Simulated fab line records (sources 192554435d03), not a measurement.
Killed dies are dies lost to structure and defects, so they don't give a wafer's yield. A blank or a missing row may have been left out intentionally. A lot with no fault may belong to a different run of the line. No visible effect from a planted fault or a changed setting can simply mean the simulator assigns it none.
What tool caused it? / flow n5-finfet / 36 wafers from 12 lots sampled at 2 of the route's 1938 steps

WHAT THE GAUGES READ, wafer by wafer
N5_BEOL_M3_RS_MEAS_58: a four-point-probe measurement.
lot=L075; measured=day 8 20:01; on=film-metro-02; M3_RS (ohm/sq)=0.68 0.66 0.67
lot=L077; measured=day 9 06:16; on=film-metro-02; M3_RS (ohm/sq)=0.64 0.62 0.67
lot=L079; measured=day 9 10:30; on=film-metro-01; M3_RS (ohm/sq)=0.78 0.67 0.73
lot=L083; measured=day 10 13:19; on=film-metro-02; M3_RS (ohm/sq)=0.67 0.64 0.62
lot=L080; measured=day 11 07:38; on=film-metro-02; M3_RS (ohm/sq)=0.66 0.68 0.67
lot=L085; measured=day 11 15:22; on=film-metro-01; M3_RS (ohm/sq)=0.67 0.68 0.67
lot=L087; measured=day 12 03:58; on=film-metro-01; M3_RS (ohm/sq)=0.78 0.74 0.68
lot=L089; measured=day 12 21:32; on=film-metro-01; M3_RS (ohm/sq)=0.79 0.70 0.64
lot=L090; measured=day 13 08:26; on=film-metro-01; M3_RS (ohm/sq)=0.67 0.65 0.66
lot=L092; measured=day 13 20:31; on=film-metro-02; M3_RS (ohm/sq)=0.63 0.62 0.62
lot=L096; measured=day 14 10:20; on=film-metro-02; M3_RS (ohm/sq)=0.70 0.64 0.64
lot=L097; measured=day 14 14:44; on=film-metro-02; M3_RS (ohm/sq)=0.68 0.68 0.71

TOOL THAT RAN EACH LOT (tool first, then ch and the chambers of the sampled wafers, then the start)
lot=L075; N5_BEOL_M3_DEP_57=pecvd-02 ch 0,1, day 8 19:57
lot=L077; N5_BEOL_M3_DEP_57=pecvd-04 ch 0,2, day 9 06:11
lot=L079; N5_BEOL_M3_DEP_57=pecvd-04 ch 0,1,2, day 9 10:26
lot=L083; N5_BEOL_M3_DEP_57=pecvd-04 ch 0,1, day 10 13:15
lot=L080; N5_BEOL_M3_DEP_57=pecvd-04 ch 0,2, day 11 07:34
lot=L085; N5_BEOL_M3_DEP_57=pecvd-02 ch 0,2, day 11 15:19
lot=L087; N5_BEOL_M3_DEP_57=pecvd-01 ch 0,1,2, day 12 03:54
lot=L089; N5_BEOL_M3_DEP_57=pecvd-01 ch 0,2, day 12 21:28
lot=L090; N5_BEOL_M3_DEP_57=pecvd-04 ch 0,1,2, day 13 08:22
lot=L092; N5_BEOL_M3_DEP_57=pecvd-02 ch 0,2, day 13 20:26
lot=L096; N5_BEOL_M3_DEP_57=pecvd-02 ch 0,2, day 14 10:15
lot=L097; N5_BEOL_M3_DEP_57=pecvd-02 ch 0,2, day 14 14:40
- N5_BEOL_M3_DEP_57: deposits SiCN from 3MS/NH3, target thk 8 nm, time 14 s.

THE ANSWER, worked out from the rows above alone
Rule: usual is defined by the lots themselves. Put in order of their means at a reading, lots are off if they are a third of the lots or fewer, leave a main group of 4 or more, and stand apart from it by a gap of 3 or more times the standard deviation of the main group's means; of several such gaps the widest counts. If all means in a main group match to the digits the tables above print for the reading, that group is not used. Also off: a lot with no number at a reading for which 4 or more lots have one. All remaining lots with rows at the step are treated as sound.
No lot is off on any of the readings shown, so nothing can be concluded from this.

WHAT THE SIMULATOR HAD PUT IN
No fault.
